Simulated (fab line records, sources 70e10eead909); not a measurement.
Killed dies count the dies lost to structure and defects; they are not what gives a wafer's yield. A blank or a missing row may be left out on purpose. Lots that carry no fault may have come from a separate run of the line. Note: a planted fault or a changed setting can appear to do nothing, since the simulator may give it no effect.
Struck lot and sound lot, side by side -- flow nand_harc -- 14 out of 1159 route steps
Sound: wafers L269.2, L269.4, L269.6. Struck: wafer L264.4; the same lot's L264.1 was not struck, so it is left out; see the end for the cause.
For every step that has rows: the tool of each side, followed by ch and its chambers, followed by its first start. Under that, the readings that differ: sound wafers -- struck wafers -- difference of the means -- sigmas: that difference in standard deviations of wafers without a fault.
alike: a reading whose means differ by less than 2 such deviations, as well as words and numbers matching on both sides. not compared: withheld readings; readings where some wafer has no value; bounds like >300 that might hide an equal value; numbers whose values overlap and for which the record gives no deviation.
Wherever a step has rows on one side only, a row that says differs or no value, or a row with sigmas, the two part there. Non-overlapping numbers with no deviation appear without sigmas and do not part them. A reading missing from all wafers of one side parts the sides only when that side holds two or more wafers.

NHARC_A_STAIRCASE_DEP_156: deposits SiNx, target thk 50 nm.
  sound on pecvd-01 ch 0,1,2, day 14 18:38; struck on pecvd-01 ch 2, day 14 02:08
  alike: heater_power_w
then, 9 steps without rows for these wafers: NHARC_A_STAIRCASE_DEHYDRATE_158 (time 120 s); NHARC_A_STAIRCASE_HMDS_159 (time 30 s); NHARC_A_STAIRCASE_COAT_160; NHARC_A_STAIRCASE_SOFTBAKE_161 (time 170 s); NHARC_A_STAIRCASE_EBR_162; NHARC_A_STAIRCASE_EXPOSE_163 (exposes mask STAIR OPEN); NHARC_A_STAIRCASE_PEB_164 (peb time 130 s); NHARC_A_STAIRCASE_DEVELOP_165 (time 140 s); NHARC_A_STAIRCASE_HARDBAKE_167 (time 140 s).
NHARC_A_STAIRCASE_DESCUM_168: chemistry O2, time 3 s.
  sound on rie_diel-01 ch 0,2,3, day 14 19:32; struck on rie_diel-09 ch 3, day 14 03:08
reading,sound,struck,difference,sigmas
oes_product_au (a.u.),1.008 0.996 1.005,0.978,-0.025,-3
  alike: drypump_motor_current_A, rf_vpp_V, showerhead_plenum_p_Torr, throttle_valve_pct
  not compared: rf_hours_counter_h
NHARC_A_STAIRCASE_ETCH_169: etches the open film in CH3F/O2, target depth 50 nm, time 107.1 s.
  sound on rie_diel-01 ch 1,2, day 14 19:37; struck on rie_diel-09 ch 1, day 14 03:13
reading,sound,struck,difference,sigmas
run_length_s (s),127.8 127.7 128.4,110.9,-17.1,-36
  alike: drypump_motor_current_A, oes_product_au, rf_vpp_V, showerhead_plenum_p_Torr, throttle_valve_pct
  not compared: rf_hours_counter_h
NHARC_A_STAIRCASE_ETCH_170: etches the open film in C4F6/O2, target depth 200 nm, time 66.667 s.
  sound on rie_diel-01 ch 0,3; struck on rie_diel-09 ch 3
reading,sound,struck,difference,sigmas
drypump_motor_current_A (A),5.5 5.0 5.0,6.0,+0.8,+3
  alike: c4f6_flow_sccm, oes_product_au, rf_vpp_V, run_length_s, showerhead_plenum_p_Torr, throttle_valve_pct
  not compared: rf_hours_counter_h
-- the record jumps here: 9 days lie between the struck wafers' starts before and after (it left off in module A_STAIRCASE and takes up again in module END, whose first step shown is number 1159 of the route) --
NHARC_END_SORT_01:
  sound on prober-01 ch 0, day 23 21:02; struck on prober-01 ch 0, day 22 16:34
  alike: killed_at_array, killed_at_other, killed_at_periphery, killed_dies, killed_open, killed_short

## WHERE THEY PART
At NHARC_A_STAIRCASE_DESCUM_168 first; at NHARC_A_STAIRCASE_ETCH_170 last (within this record only). Later steps at which nothing parts them and some readings are alike: NHARC_END_SORT_01.

WHY: the cause the simulator had injected
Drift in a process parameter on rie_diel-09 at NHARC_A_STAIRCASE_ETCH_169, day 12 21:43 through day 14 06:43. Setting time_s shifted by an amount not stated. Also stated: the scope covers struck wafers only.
